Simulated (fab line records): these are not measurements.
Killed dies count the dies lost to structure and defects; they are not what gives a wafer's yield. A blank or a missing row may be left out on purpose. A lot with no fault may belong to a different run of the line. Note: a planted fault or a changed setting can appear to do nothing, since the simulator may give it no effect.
fab line records	flow n5-finfet
record: lots: 7	wafers: 21
route steps=1938 shown WELL_APT@40 FIN_SAQP@94 DUMMY_GATE@222 SD_EPI_N@288
start-h: hours from the record's opening day to when the first of the lot's shown wafers began	wait-h: hours elapsed since this lot's preceding step	" repeats the value in the row above	L1.1+2: a single row standing in for several wafers	- value missing, or start not given	* or withheld: withheld	< > ~ a bound
route shown NAME@n: NAME is a module with steps in the file, n the number in the route of the first one	usual: the fault-free wafers' mean and standard deviation	same: alike in all rows	chamber/n: place in a boat	sites: readings site by site	_std_site: the values' standard deviation	_edge_site: outer sites' mean less inner sites'	radius-mm: how far each site lies from the wafer's centre	mask NAME#n: copy n	behind: the most recent tool/chamber to have shaped the wafer	hold: why the lot was held/for how many hours/how that ended	device: the transistor (n, p or np) that didn't switch	end of line: tests of these same wafers at the route's end	a step without rows: its recipe alone	killed: dies lost to structure and defects at the first sort, not the wafer's yield	map: per-die view of a wafer (x killed, . not killed, _ where there is no die)
set.NAME: the setting the step ran with; set.NAME@STEP: the setting that earlier step ran with	model.NAME: the simulator's own value behind a step, which no gauge read
lots whose settings were changed on purpose; a table a step, a row a wafer
== steps ==
step: N5_WELL_APT_PEB_23
recipe: peb-temp-c: 130	peb-time-s: 90
lot.wafer	tool	chamber	start-h	wait-h	set.peb-temp-c
L077.2+3	litho-track-03	0	33.09	0.0	131.8
L077.4	"	0	"	"	130
L080.2+5	litho-track-01	0	50.73	0.0	131.6
L080.4	"	0	"	"	130
L084.1	litho-track-03	0	74.86	0.1	127.8
L084.2+4	"	0	"	"	130
L085.2+4+5	litho-track-01	0	80.94	0.0	130
L087.2+3	litho-track-02	0	92.71	0.0	132.7
L087.5	"	0	"	"	130
L090.2+3+5	litho-track-03	0	110.82	0.0	130
L091.1+6	litho-track-01	0	116.83	0.1	128.6
L091.4	"	0	"	"	130
step: N5_WELL_APT_DEVELOP_24
recipe: develop-time-s: 45	rinse-liquid: surfactant-rinse	dry: air-spin	dev-temp-c: 21
lot.wafer	tool	chamber	start-h	wait-h	set.develop-time-s
L077.2	litho-track-03	0	-	-	35.3
L077.3+4	"	0	"	"	45
L080.2+4	litho-track-01	0	-	-	35.09
L080.5	"	0	"	"	45
L084.1+2	litho-track-03	0	-	-	37.71
L084.4	"	0	"	"	45
L085.2+5	litho-track-01	0	-	-	45
L085.4	"	0	"	"	37.39
L087.2	litho-track-02	0	-	-	41.86
L087.3+5	"	0	"	"	45
L090.2+3+5	litho-track-03	0	-	-	45
L091.1+4+6	litho-track-01	0	-	-	45
step: N5_WELL_APT_HARDBAKE_29
recipe: temp-c: 130	time-s: 120
step: N5_WELL_APT_CD_MEAS_25
recipe: target-cd-nm: 200	landing-energy-ev: 500	detector: se-inlens
usual: cd-nm: 199.1/1.7
lot.wafer	tool	chamber	start-h	wait-h	set.peb-temp-c@WELL_APT_PEB_23	cd-nm
L077.2	cd-sem-03	0	33.21	-	131.8	205.8
L077.3	"	0	"	"	131.8	208.5
L077.4	"	0	"	"	130	202.3
L080.2	cd-sem-02	0	50.84	-	131.6	204.5
L080.4	"	0	"	"	130	196.8
L080.5	"	0	"	"	131.6	204.0
L084.1	cd-sem-02	0	74.97	-	127.8	186.3
L084.2	"	0	"	"	130	198.4
L084.4	"	0	"	"	130	197.0
L085.2	cd-sem-01	0	81.06	-	130	197.4
L085.4	"	0	"	"	130	197.0
L085.5	"	0	"	"	130	198.4
L087.2	cd-sem-01	0	92.82	-	132.7	214.9
L087.3	"	0	"	"	132.7	211.1
L087.5	"	0	"	"	130	197.7
L090.2	cd-sem-01	0	110.93	-	130	197.0
L090.3	"	0	"	"	130	200.5
L090.5	"	0	"	"	130	197.4
L091.1	cd-sem-02	0	116.94	-	128.6	193.2
L091.4	"	0	"	"	130	199.6
L091.6	"	0	"	"	128.6	193.1
step: N5_WELL_APT_DESCUM_30
recipe: chemistry: O2	time-s: 7.9	source-power-w: 50	bias-power-w: 20	pressure-mtorr: 20	rf-frequency-hz: 2.712e+07	temp-c: 40	o2-flow-sccm: 225
lot.wafer	tool	chamber	start-h	wait-h	set.peb-temp-c@WELL_APT_PEB_23	model.WELL_APT.cd-nm
L077.2	rie-diel-05	0	33.89	0.6	131.8	206.3
L077.3	"	2	"	"	131.8	208.7
L077.4	"	3	"	"	130	202.3
L080.2	rie-diel-05	1	50.93	0.0	131.6	204.8
L080.4	"	1	"	"	130	196.3
L080.5	"	2	"	"	131.6	203.9
L084.1	rie-diel-03	3	75.07	0.0	127.8	186.4
L084.2	"	2	"	"	130	198.4
L084.4	"	0	"	"	130	197.1
L085.2	rie-diel-03	2	81.14	0.0	130	197.3
L085.4	"	3	"	"	130	197.2
L085.5	"	0	"	"	130	198.1
L087.2	rie-diel-03	3	93.28	0.4	132.7	214.7
L087.3	"	0	"	"	132.7	211.2
L087.5	"	0	"	"	130	197.4
L090.2	rie-diel-05	3	111.02	0.0	130	197.2
L090.3	"	0	"	"	130	200.7
L090.5	"	1	"	"	130	197.5
L091.1	rie-diel-05	3	117.03	0.0	128.6	193
L091.4	"	1	"	"	130	199.6
L091.6	"	2	"	"	128.6	192.9
step: N5_FIN_SAQP_ALD_61
recipe: material: SiO2	target-thk-a: 40	temp-c: 300	ald-precursor-family: BDEAS	ald-co-reactant: O2-plasma	pulse-time-s: 1	purge-time-s: 2	co-reactant-purge-time-s: 2	ald-cycles: 43	pressure-torr: 2
lot.wafer	tool	chamber	start-h	wait-h	set.temp-c	model.SiO2_of_FIN_SAQP_ALD_61.thk-nm
L077.2	ald-sin-02	1	39.70	0.3	300	4.003
L077.3	"	0	"	"	300	3.998
L077.4	"	3	"	"	300	4.035
L080.2	ald-sin-04	0	56.41	0.0	300	3.998
L080.4	"	3	"	"	300	4.022
L080.5	"	3	"	"	286.8	4.179
L084.1	ald-sin-02	1	80.83	0.7	300	3.963
L084.2	"	0	"	"	295.4	4.082
L084.4	"	2	"	"	295.4	4.056
L085.2	ald-sin-04	2	87.06	0.0	300	3.978
L085.4	"	1	"	"	300	3.989
L085.5	"	3	"	"	300	3.992
L087.2	ald-sin-01	2	98.40	0.0	300	4.002
L087.3	"	0	"	"	293.9	4.085
L087.5	"	2	"	"	293.9	4.083
L090.2	ald-sin-01	2	118.43	2.0	300	4.027
L090.3	"	1	"	"	300	3.996
L090.5	"	0	"	"	300	4.018
L091.1	ald-sin-04	2	123.85	1.2	310.7	3.936
L091.4	"	3	"	"	300	3.998
L091.6	"	3	"	"	310.7	3.927
step: N5_FIN_SAQP_PECVD_47
recipe: material: a-Si	target-thk-a: 450	temp-c: 400	precursor: SiH4/He	pressure-torr: 3	rf-w: 100	time-s: 36.3
lot.wafer	tool	chamber	start-h	wait-h	set.time-s	model.a-Si_of_FIN_SAQP_PECVD_47.thk-nm
L077.2	pecvd-01	1	40.25	0.0	37.79	46.54
L077.3	"	2	"	"	36.3	44.9
L077.4	"	2	"	"	37.79	47.38
L080.2	pecvd-02	1	56.95	0.0	38.73	47.5
L080.4	"	1	"	"	36.3	45.62
L080.5	"	0	"	"	38.73	48.04
L084.1	pecvd-01	1	81.38	0.0	32.22	39.42
L084.2	"	2	"	"	36.3	44.98
L084.4	"	2	"	"	36.3	46.02
L085.2	pecvd-04	1	87.60	0.0	40.25	50.01
L085.4	"	2	"	"	40.25	50.41
L085.5	"	0	"	"	36.3	45.51
L087.2	pecvd-01	1	98.99	0.0	36.3	43.88
L087.3	"	0	"	"	40.19	49.16
L087.5	"	1	"	"	36.3	44.58
L090.2	pecvd-01	0	119.00	0.0	36.3	44.55
L090.3	"	2	"	"	36.3	45.31
L090.5	"	1	"	"	36.3	45.34
L091.1	pecvd-02	0	124.42	0.0	36.3	43.82
L091.4	"	2	"	"	36.3	45.02
L091.6	"	0	"	"	36.3	44.66
step: N5_FIN_SAQP_SPACER1_ALD_24
recipe: material: SiO2	target-thk-a: 203	temp-c: 300	ald-precursor-family: BDEAS	ald-co-reactant: O2-plasma	pulse-time-s: 1	purge-time-s: 2	co-reactant-purge-time-s: 2	ald-cycles: 218	pressure-torr: 2
lot.wafer	tool	chamber	start-h	wait-h	set.ald-cycles	model.SiO2_of_FIN_SAQP_SPACER1_ALD_24.thk-nm
L077.2	ald-sin-02	3	42.10	0.3	218	20.2
L077.3+4	"	2,1	"	"	204	19
L080.2	ald-sin-01	2	58.83	0.3	218	20.4
L080.4+5	"	0	"	"	247	23.2
L084.1	ald-sin-04	1	83.34	0.3	187	17.2
L084.2	"	2	"	"	187	17.4
L084.4	"	0	"	"	218	20.2
L085.2+4	ald-sin-02	0,3	89.92	0.3	198	18.4
L085.5	"	2	"	"	218	20.4
L087.2+3+5	ald-sin-04	3,0,3	101.08	0.3	218	20.4
L090.2	ald-sin-01	1	122.22	1.4	218	20.2
L090.3+5	"	2	"	"	218	20.4
L091.1	ald-sin-02	1	126.80	0.6	241	22.4
L091.4	"	0	"	"	218	20.2
L091.6	"	2	"	"	218	20.4
step: N5_FIN_SAQP_SPACER1_ETCHBACK_25
recipe: chemistry: CHF3/O2	mode: anisotropic-etchback	target: SiO2	target-depth-a: 244	time-s: 12.2	pressure-mtorr: 30	source-w: 650	bias-w: 170	Ar_flow_sccm: 200	CHF3_flow_sccm: 50	O2_flow_sccm: 5	ion-energy-ev: 200
step: N5_FIN_SAQP_MANDREL1_REMOVE_56
recipe: chemistry: HBr/Cl2/O2	bt-time-s: 10	target: a-Si	stop-on: SiNx	endpoint: OES-SiCl	over-etch-frac: 1	icp-w: 600	bias-w: 22	HBr_flow_sccm: 150	Cl2_flow_sccm: 80	O2_flow_sccm: 5	pressure-mtorr: 10
lot.wafer	tool	chamber	start-h	wait-h	set.ald-cycles@FIN_SAQP_SPACER1_ALD_24	model.FIN_SAQP.cd-nm
L077.2	rie-si-03	2	43.02	0.1	218	20.4
L077.3	"	3	"	"	204	19
L077.4	"	0	"	"	204	18.8
L080.2	rie-si-06	0	59.98	0.1	218	20.4
L080.4	"	1	"	"	247	23.2
L080.5	"	0	"	"	247	23
L084.1	rie-si-03	3	84.15	0.1	187	17.2
L084.2	"	0	"	"	187	17.4
L084.4	"	2	"	"	218	20.2
L085.2+4	rie-si-06	1,0	90.98	0.1	198	18.4
L085.5	"	3	"	"	218	20.6
L087.2+3+5	rie-si-06	2,3,3	102.03	0.1	218	20.4
L090.2+3	rie-si-05	0,3	123.03	0.1	218	20.2
L090.5	"	0	"	"	218	20.4
L091.1	rie-si-05	1	127.68	0.1	241	22.4
L091.4	"	2	"	"	218	20
L091.6	"	0	"	"	218	20.4
step: N5_FIN_SAQP_CD_MEAS_27
recipe: target-cd-nm: 20	landing-energy-ev: 1000	detector: se-inlens	polarity: line
usual: cd-nm: 20.32/0.22
lot.wafer	tool	chamber	start-h	wait-h	set.ald-cycles@FIN_SAQP_SPACER1_ALD_24	cd-nm
L077.2	cd-sem-01	0	43.14	0.1	218	19.97
L077.3	"	0	"	"	204	18.78
L077.4	"	0	"	"	204	18.96
L080.2	cd-sem-02	0	60.09	0.1	218	20.41
L080.4	"	0	"	"	247	23.25
L080.5	"	0	"	"	247	22.75
L084.1	cd-sem-03	0	84.26	0.1	187	17.23
L084.2	"	0	"	"	187	17.17
L084.4	"	0	"	"	218	20.35
L085.2	cd-sem-03	0	91.09	0.1	198	18.49
L085.4	"	0	"	"	198	18.22
L085.5	"	0	"	"	218	20.54
L087.2	cd-sem-02	0	102.14	0.1	218	20.23
L087.3	"	0	"	"	218	20.13
L087.5	"	0	"	"	218	20.07
L090.2	cd-sem-01	0	123.14	0.1	218	20.62
L090.3	"	0	"	"	218	20.44
L090.5	"	0	"	"	218	20.48
L091.1	cd-sem-02	0	127.79	0.1	241	22.52
L091.4	"	0	"	"	218	19.87
L091.6	"	0	"	"	218	20.41
step: N5_FIN_SAQP_ETCH_57
recipe: chemistry: CH3F/O2	target: SiNx	mask-material: SiO2	target-depth-a: 325	time-s: 46.4	pressure-mtorr: 30	source-w: 395	bias-w: 73	Ar_flow_sccm: 150	CH3F_flow_sccm: 30	O2_flow_sccm: 20	ion-energy-ev: 120	ends: cleared
step: N5_FIN_SAQP_ETCH_65
recipe: chemistry: CF4	target: SiO2	target-depth-a: 40	ion-energy-ev: 350	time-s: 4.4	pressure-mtorr: 10	icp-w: 800	bias-w: 400	cf4-flow-sccm: 80
step: N5_FIN_SAQP_MANDREL_ETCH_58
recipe: chemistry: HBr/Cl2	target: a-Si	target-depth-a: 450	bt-time-s: 10	stop-on: SiNx	mask-material: SiO2	over-etch-frac: 0.8	time-s: 27	pressure-mtorr: 10	icp-w: 800	bias-w: 75	HBr_flow_sccm: 150	Cl2_flow_sccm: 80	ends: end-point
lot.wafer	tool	chamber	start-h	wait-h	set.time-s@FIN_SAQP_PECVD_47	model.etch.depth-nm
L077.2	rie-si-05	1	43.60	0.0	37.79	46.54
L077.3	"	0	"	"	36.3	44.9
L077.4	"	2	"	"	37.79	47.38
L080.2	rie-si-05	3	60.28	0.0	38.73	47.5
L080.4	"	0	"	"	36.3	45.62
L080.5	"	0	"	"	38.73	48.04
L084.1	rie-si-05	1	84.64	0.0	32.22	39.42
L084.2	"	3	"	"	36.3	44.98
L084.4	"	2	"	"	36.3	46.02
L085.2	rie-si-05	1	91.28	0.0	40.25	50.01
L085.4	"	3	"	"	40.25	50.41
L085.5	"	0	"	"	36.3	45.51
L087.2	rie-si-03	2	102.33	0.0	36.3	43.88
L087.3	"	0	"	"	40.19	49.16
L087.5	"	2	"	"	36.3	44.58
L090.2	rie-si-03	2	123.51	0.0	36.3	44.55
L090.3	"	1	"	"	36.3	45.31
L090.5	"	1	"	"	36.3	45.34
L091.1	rie-si-06	1	128.05	0.0	36.3	43.82
L091.4	"	0	"	"	36.3	45.02
L091.6	"	0	"	"	36.3	44.66
step: N5_DUMMY_GATE_COAT_34
recipe: resist: SOC	temp-c: 250	time-s: 60	spin-rpm: 1500	resist-thk-nm: 60
lot.wafer	tool	chamber	start-h	wait-h	set.spin-rpm	model.SOC_of_DUMMY_GATE_COAT_34.thk-nm
L077.2	litho-track-02	0	63.82	0.0	1500	59.8
L077.3+4	"	0	"	"	1500	60
L080.2	litho-track-05	0	81.74	0.0	1500	60
L080.4	"	0	"	"	1427	61.6
L080.5	"	0	"	"	1427	61.4
L084.1+4	litho-track-05	0	105.91	0.0	1367	63.2
L084.2	"	0	"	"	1500	60.2
L085.2	litho-track-05	0	114.29	0.0	1500	60.2
L085.4	"	0	"	"	1637	57.6
L085.5	"	0	"	"	1637	57.4
L087.2	litho-track-02	0	122.90	0.0	1399	62.2
L087.3	"	0	"	"	1399	62
L087.5	"	0	"	"	1500	59.8
L090.2+5	litho-track-02	0	146.39	0.1	1500	60
L090.3	"	0	"	"	1500	59.8
L091.1	litho-track-02	0	149.45	0.0	1500	59.8
L091.4	"	0	"	"	1409	62
L091.6	"	0	"	"	1409	61.8
step: N5_DUMMY_GATE_COAT_35
recipe: resist: SiARC	temp-c: 220	time-s: 60	spin-rpm: 1500	resist-thk-nm: 10
step: N5_DUMMY_GATE_COAT_28
recipe: resist: underlayer	temp-c: 205	time-s: 60	spin-rpm: 1500	resist-thk-nm: 10
step: N5_DUMMY_GATE_ETCH_29
recipe: chemistry: N2/H2	target: underlayer	target-depth-a: 130	ion-energy-ev: 200	pressure-mtorr: 30	source-w: 840	bias-w: 150	n2-flow-sccm: 200	h2-flow-sccm: 200
step: N5_DUMMY_GATE_ETCH_36
recipe: chemistry: CF4	target: SiARC	target-depth-a: 130	pressure-mtorr: 40	source-w: 545	bias-w: 36	Ar_flow_sccm: 100	cf4-flow-sccm: 100	ion-energy-ev: 80
step: N5_DUMMY_GATE_ETCH_37
recipe: chemistry: N2/H2	target: SOC	target-depth-a: 600	overetch-a: 300	temp-c: 40	ion-energy-ev: 200	pressure-mtorr: 30	source-w: 840	bias-w: 150	n2-flow-sccm: 200	h2-flow-sccm: 200
lot.wafer	tool	chamber	start-h	wait-h	set.spin-rpm@DUMMY_GATE_COAT_34	model.etch.depth-nm
L077.2	rie-diel-06	1	64.36	0.0	1500	59.87
L077.3	"	0	"	"	1500	60.03
L077.4	"	2	"	"	1500	59.98
L080.2	rie-diel-02	1	82.28	0.0	1500	60.03
L080.4	"	3	"	"	1427	61.55
L080.5	"	0	"	"	1427	61.45
L084.1	rie-diel-02	0	106.45	0.0	1367	63.25
L084.2	"	3	"	"	1500	60.22
L084.4	"	2	"	"	1367	63.11
L085.2	rie-diel-01	2	114.99	0.0	1500	60.13
L085.4	"	1	"	"	1637	57.53
L085.5	"	3	"	"	1637	57.47
L087.2	rie-diel-01	2	123.73	0.0	1399	62.18
L087.3	"	0	"	"	1399	62.01
L087.5	"	1	"	"	1500	59.87
L090.2	rie-diel-06	0	147.05	0.0	1500	59.99
L090.3	"	1	"	"	1500	59.74
L090.5	"	2	"	"	1500	59.93
L091.1	rie-diel-06	1	149.99	0.0	1500	59.81
L091.4	"	1	"	"	1409	61.94
L091.6	"	0	"	"	1409	61.89
step: N5_DUMMY_GATE_STRIP_38
recipe: chemistry: N2/H2	temp-c: 40	n2-flow-sccm: 200	h2-flow-sccm: 200	rf-frequency-hz: 6e+07
step: N5_DUMMY_GATE_STRIP_39
recipe: chemistry: N2/H2	temp-c: 40	n2-flow-sccm: 200	h2-flow-sccm: 200	rf-frequency-hz: 6e+07
step: N5_DUMMY_GATE_STRIP_40
recipe: chemistry: CF4	resist: SiARC	power-w: 300	bias-power-w: 75	pressure-mtorr: 50	cf4-flow-sccm: 150	rf-frequency-hz: 6e+07
step: N5_DUMMY_GATE_ETCH_31
recipe: chemistry: C4F6/O2	target: SiO2	mask-material: SOC	target-depth-a: 825	time-s: 27.5	ion-energy-ev: 250	pressure-mtorr: 30	source-w: 345	bias-w: 185	Ar_flow_sccm: 300	C4F6_flow_sccm: 10	O2_flow_sccm: 10
lot.wafer	tool	chamber	start-h	wait-h	set.spin-rpm@DUMMY_GATE_COAT_34	model.SOC_of_DUMMY_GATE_COAT_34.thk-nm
L077.2+4	rie-diel-06	3,0	64.64	0.0	1500	51.6
L077.3	"	2	"	"	1500	52
L080.2	rie-diel-06	1	82.55	0.0	1500	51.6
L080.4	"	0	"	"	1427	53.2
L080.5	"	0	"	"	1427	53
L084.1	rie-diel-01	3	106.73	0.0	1367	55
L084.2	"	2	"	"	1500	51.4
L084.4	"	0	"	"	1367	54.8
L085.2	rie-diel-06	0	115.71	0.2	1500	51.8
L085.4+5	"	3,0	"	"	1637	49.2
L087.2	rie-diel-01	0	124.01	0.0	1399	54
L087.3	"	1	"	"	1399	53.8
L087.5	"	0	"	"	1500	51.6
L090.2	rie-diel-02	3	147.33	0.0	1500	51.6
L090.3	"	1	"	"	1500	51.2
L090.5	"	1	"	"	1500	51.4
L091.1	rie-diel-01	3	150.28	0.0	1500	51.6
L091.4+6	"	1,3	"	"	1409	53.8
step: N5_SD_EPI_N_EPI_21
recipe: material: Si:P	dopant: P	temp-c: 680	pressure-torr: 255	time-s: 690
lot.wafer	tool	chamber	start-h	wait-h	set.epi-growth-time-s	model.Si-P_of_SD_EPI_N_EPI_21.thk-nm
L077.2	epi-rpcvd-03	0	69.00	0.5	690	59.8
L077.3	"	0	"	"	745.3	62.8
L077.4	"	0	"	"	745.3	63.8
L080.2	epi-rpcvd-03	0	87.05	0.5	753.5	64.4
L080.4	"	0	"	"	753.5	63.4
L080.5	"	0	"	"	690	60.4
L084.1	epi-rpcvd-03	0	110.41	0.2	617.7	55.2
L084.2	"	0	"	"	690	61
L084.4	"	0	"	"	690	60
L085.2	epi-rpcvd-04	0	119.39	0.4	647.7	57.4
L085.4	"	0	"	"	690	59.4
L085.5	"	0	"	"	690	60
L087.2	epi-rpcvd-04	0	128.18	0.5	690	59.8
L087.3	"	0	"	"	690	60
L087.5	"	0	"	"	690	59
L090.2+3+5	epi-rpcvd-03	0	151.28	0.4	690	59.2
L091.1	epi-rpcvd-02	0	153.82	0.1	628.6	55.4
L091.4	"	0	"	"	690	58.6
L091.6	"	0	"	"	628.6	56
step: N5_SD_EPI_N_EPI_MEAS_23
recipe: mode: xrd
usual: thk-nm: 59.2/1.2
lot.wafer	tool	chamber	start-h	wait-h	set.epi-growth-time-s@SD_EPI_N_EPI_21	thk-nm
L077.2	film-metro-01	-	70.92	1.5	690	58.8
L077.3	"	-	"	"	745.3	63.3
L077.4	"	-	"	"	745.3	63.4
L080.2	film-metro-01	-	88.96	1.5	753.5	63.4
L080.4	"	-	"	"	753.5	64.1
L080.5	"	-	"	"	690	60.9
L084.1	film-metro-01	-	112.69	1.9	617.7	54.2
L084.2	"	-	"	"	690	60.5
L084.4	"	-	"	"	690	59.3
L085.2	film-metro-02	-	120.83	1.2	647.7	57.9
L085.4	"	-	"	"	690	59.5
L085.5	"	-	"	"	690	61.2
L087.2	film-metro-02	-	130.11	1.5	690	61.7
L087.3	"	-	"	"	690	60.4
L087.5	"	-	"	"	690	58.8
L090.2	film-metro-02	-	152.72	1.2	690	59.5
L090.3	"	-	"	"	690	59.7
L090.5	"	-	"	"	690	59.8
L091.1	film-metro-01	-	155.54	1.4	628.6	53.0
L091.4	"	-	"	"	690	59.1
L091.6	"	-	"	"	628.6	56.6
== key ==
split: step: N5_WELL_APT_PEB_23	setting: peb-temp-c	stated: 130	by: wafer
response: step: N5_WELL_APT_CD_MEAS_25	reading: cd-nm	change: +6.28	per: 1%	r: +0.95
response: step: N5_WELL_APT_DESCUM_30	reading: model.WELL_APT.cd-nm	change: +6.43	per: 1%	r: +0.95
split: step: N5_WELL_APT_DEVELOP_24	setting: develop-time-s	stated: 45	by: wafer
response none clear
split: step: N5_FIN_SAQP_ALD_61	setting: temp-c	stated: 300	by: wafer
response: step: N5_FIN_SAQP_ALD_61	reading: model.SiO2_of_FIN_SAQP_ALD_61.thk-nm	change: -0.034	per: 1%	r: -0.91
split: step: N5_FIN_SAQP_PECVD_47	setting: time-s	stated: 36.3	by: wafer
response: step: N5_FIN_SAQP_PECVD_47	reading: model.a-Si_of_FIN_SAQP_PECVD_47.thk-nm	change: +0.463	per: 1%	r: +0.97
response: step: N5_FIN_SAQP_MANDREL_ETCH_58	reading: model.etch.depth-nm	change: +0.463	per: 1%	r: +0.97
split: step: N5_FIN_SAQP_SPACER1_ALD_24	setting: ald-cycles	stated: 218	by: wafer
response: step: N5_FIN_SAQP_SPACER1_ALD_24	reading: model.SiO2_of_FIN_SAQP_SPACER1_ALD_24.thk-nm	change: +0.206	per: 1%	r: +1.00
response: step: N5_FIN_SAQP_MANDREL1_REMOVE_56	reading: model.FIN_SAQP.cd-nm	change: +0.211	per: 1%	r: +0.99
response: step: N5_FIN_SAQP_CD_MEAS_27	reading: cd-nm	change: +0.213	per: 1%	r: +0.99
split: step: N5_DUMMY_GATE_COAT_34	setting: spin-rpm	stated: 1500	by: wafer
response: step: N5_DUMMY_GATE_COAT_34	reading: model.SOC_of_DUMMY_GATE_COAT_34.thk-nm	change: -0.324	per: 1%	r: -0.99
response: step: N5_DUMMY_GATE_ETCH_37	reading: model.etch.depth-nm	change: -0.318	per: 1%	r: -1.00
response: step: N5_DUMMY_GATE_ETCH_31	reading: model.SOC_of_DUMMY_GATE_COAT_34.thk-nm	change: -0.339	per: 1%	r: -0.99
split: step: N5_SD_EPI_N_EPI_21	setting: epi-growth-time-s	stated: 690	by: wafer
response: step: N5_SD_EPI_N_EPI_21	reading: model.Si-P_of_SD_EPI_N_EPI_21.thk-nm	change: +0.415	per: 1%	r: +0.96
response: step: N5_SD_EPI_N_EPI_MEAS_23	reading: thk-nm	change: *	per: 1%	r: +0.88
